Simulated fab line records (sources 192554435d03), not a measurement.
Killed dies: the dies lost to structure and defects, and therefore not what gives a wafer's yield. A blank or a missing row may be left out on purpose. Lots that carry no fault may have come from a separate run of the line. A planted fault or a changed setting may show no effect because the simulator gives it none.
One fault through the eyes of 2 desks    flow n5_finfet    numbers are kept per desk, each desk with only its own; the story behind them comes last

## FROM THE METROLOGY DESK
What the gauges read, lot by lot, whatever tool the lot ran on: means of the sampled wafers that have a number. A lot is out of limits, marked OUT, if its mean lies more than 4 standard deviations from the usual mean; the brackets give that distance. Readings shown: 7 of its 12, picked as those furthest out on some lot.
Columns: A = GATE_CUT_OVL at N5_GATE_CUT_OVL_MEAS_14, usual -0.3 nm; B = DIBL_N at N5_BEOL_M4_RC_MEAS_101, usual 36.5 mV/V; C = DIBL_P at N5_BEOL_M4_RC_MEAS_101, usual 36.5 mV/V; D = IOFF_N at N5_BEOL_M4_RC_MEAS_101, usual 0.16 nA/um; E = IOFF_P at N5_BEOL_M4_RC_MEAS_101, usual 0.21 nA/um; F = SS_N at N5_BEOL_M4_RC_MEAS_101, usual 71.6 mV/dec; G = VT_P at N5_BEOL_M4_RC_MEAS_101, usual -250.5 mV
lot   first seen here  A     B     C     D     E     F     G
L685  day 4 14:41      -0.2  33.1  35.4  0.14  0.18  70.9  -251.3
L690  day 5 19:36      0.7   33.4  33.6  0.12  0.17  70.3  -252.8
L692  day 6 06:53      -0.2  37.3  37.4  0.16  0.21  72.5  -249.6
L696  day 7 16:53      -0.6  36.0  36.6  0.16  0.22  71.1  -247.3
L698  day 7 19:25      -0.3  37.0  37.1  0.18  0.22  72.6  -249.4
L699  day 7 23:50      0.3   37.9  37.1  0.17  0.22  72.5  -250.3
L703  day 8 22:58      -0.7  35.7  34.4  0.14  0.21  70.9  -248.5
L706  day 9 18:31      -0.3  36.8  37.7  0.18  0.23  71.3  -248.0
L707  day 9 23:38      -0.3  37.8  40.0  0.22  0.27  72.1  -245.0
Finding of this desk: none of the 9 lots has anything out of limits.

## FOR THE TOOL OWNER'S DESK: litho_track-03
The tool's own readings at N5_GATE_CUT_COAT_27 (time 60 s, resist thk 10 nm): means of the sampled wafers that have a number, for each lot that ran on this tool. A lot is out of limits, marked OUT, if its mean lies more than 4 standard deviations from the usual mean; the brackets give that distance.
Columns: A = exhaust_pa at N5_GATE_CUT_COAT_27, usual 44.8 Pa; B = spin_speed_rpm at N5_GATE_CUT_COAT_27, usual 1500.1 rpm
lot   first seen here  A     B
L685  day 4 14:17      44.8  1499.6
L692  day 6 06:30      43.7  1499.4
L696  day 7 16:37      44.6  1500.1
L698  day 7 19:02      45.0  1822.2 (+99 or more) OUT
L699  day 7 23:26      44.6  1821.6 (+99 or more) OUT
This desk's finding: out of limits on L698, L699; first on L698, day 7 19:02 (spin_speed_rpm at N5_GATE_CUT_COAT_27). In limits: L685, L692, L696.

## PUT TOGETHER
On L698, L699, at day 7 19:02, an alarm was possible from the tool owner's desk.
Nothing out of limits was seen by the metrology desk.
The metrology desk holds a record of L698, L699, inside its limits.
N5_GATE_CUT_COAT_27 was run on litho_track-03 by each of the lots named.

## WHAT THE SIMULATOR HAD INSERTED
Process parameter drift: litho_track-03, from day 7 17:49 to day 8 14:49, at N5_GATE_CUT_COAT_27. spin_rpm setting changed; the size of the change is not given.
Lots struck among those shown: L698, L699.
Hours from the fault's start to each desk's first reading out of limits: the tool owner's desk, 1.
